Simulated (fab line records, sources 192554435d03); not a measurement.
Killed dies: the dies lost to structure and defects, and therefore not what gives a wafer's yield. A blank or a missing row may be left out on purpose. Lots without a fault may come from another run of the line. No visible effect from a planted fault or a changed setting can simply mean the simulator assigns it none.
Matching of chambers    flow n5_finfet    N5_HKMG_FIN_NWFM_ALD_20 on ald_metal-01 has 4 sister chambers
The step deposits TiAlC, target thk 2 nm, pulse time 3 s, purge time 2 s. 7 wafers are shown with their chamber, then 7 later ones without.

== WAFERS WITH THEIR CHAMBER ==
wafer   chamber  heater_power_w (W)  precursor_pulse_height_rel
L075.5  3        398                 0.992
L081.6  2        555                 1.022
L090.1  3        408                 0.998
L090.4  0        396                 0.989
L090.5  1        468                 1.007
L093.3  0        394                 1.019
L093.5  2        549                 1.019

== WAFERS MISSING THEIR CHAMBER ==
wafer   heater_power_w (W)  precursor_pulse_height_rel
L093.6  476                 0.984
L097.1  396                 1.004
L097.2  402                 0.974
L097.3  553                 0.980
L097.4  488                 0.982
L097.5  556                 1.013
L097.6  401                 1.003

== WHICH CHAMBER EACH WENT THROUGH ==
wafer   from the rows above      in truth
L093.6  1                        1
L097.1  can't be placed: 0 or 3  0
L097.2  can't be placed: 3 or 0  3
L097.3  2                        2
L097.4  1                        1
L097.5  2                        2
L097.6  can't be placed: 3 or 0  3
Placed correctly: 4 of 7. Can't be placed from these rows: 3 (the true chamber is among the candidates in 3). Number placed wrongly: 0.
How it was worked out, from the rows above alone: a wafer's distance from a chamber is the root of the sum, over the readings, of the square of ((its reading less the chamber's mean) divided by the reading's scatter). The wafer belongs to the nearest chamber; if the next one is less than 2 further off, it can't be placed. For every chamber, the mean is computed from those of its wafers that are shown. How the scatter is found: for the shown wafers, subtract from each reading the mean of its chamber, square and add these, divide the total by (wafers less chambers), then take the root.
